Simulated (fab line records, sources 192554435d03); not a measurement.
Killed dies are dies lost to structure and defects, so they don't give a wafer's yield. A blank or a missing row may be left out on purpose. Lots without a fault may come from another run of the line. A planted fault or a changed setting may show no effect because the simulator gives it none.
Chamber matching | flow n5_finfet | N5_BEOL_M8_DESCUM_33 on rie_diel-05: 4 sister chambers
The step chemistry O2, time 7 s. 4 wafers are shown with their chamber, then 9 later ones without.

WAFERS WITH THEIR CHAMBER
wafer  | chamber | showerhead_plenum_p_Torr (Torr)
L082.6 | 0       | 2.08
L083.2 | 3       | 2.03
L083.3 | 2       | 2.07
L083.4 | 1       | 2.02

WAFERS WITHOUT THEIR CHAMBER
wafer  | showerhead_plenum_p_Torr (Torr)
L091.1 | 2.08
L091.2 | 2.01
L091.4 | 2.06
L090.2 | 2.01
L090.4 | 2.08
L090.5 | 2.08
L096.2 | 2.06
L096.3 | 2.02
L096.4 | 2.01

WHICH CHAMBER EACH WENT THROUGH
wafer  | from the rows above     | in truth
L091.1 | can't be placed: 0 or 2 | 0
L091.2 | can't be placed: 1 or 3 | 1
L091.4 | can't be placed: 2 or 0 | 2
L090.2 | can't be placed: 1 or 3 | 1
L090.4 | can't be placed: 0 or 2 | 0
L090.5 | can't be placed: 0 or 2 | 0
L096.2 | can't be placed: 2 or 0 | 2
L096.3 | can't be placed: 1 or 3 | 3
L096.4 | can't be placed: 1 or 3 | 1
Placed correctly: 0 of 9. Can't be placed from these rows: 9 (the true chamber is among the candidates in 9). Placed wrongly: 0.
How it was worked out, from the rows above alone: a wafer's distance from a chamber is the root of the sum, over the readings, of the square of ((its reading less the chamber's mean) divided by the reading's scatter). The wafer belongs to the nearest chamber; if the next one is less than 2 further off, it can't be placed. A chamber's mean is the mean of its shown wafers. The scatter: with one shown wafer a chamber, the root of the mean of the squares of how far each hidden wafer lies from its nearest shown one.
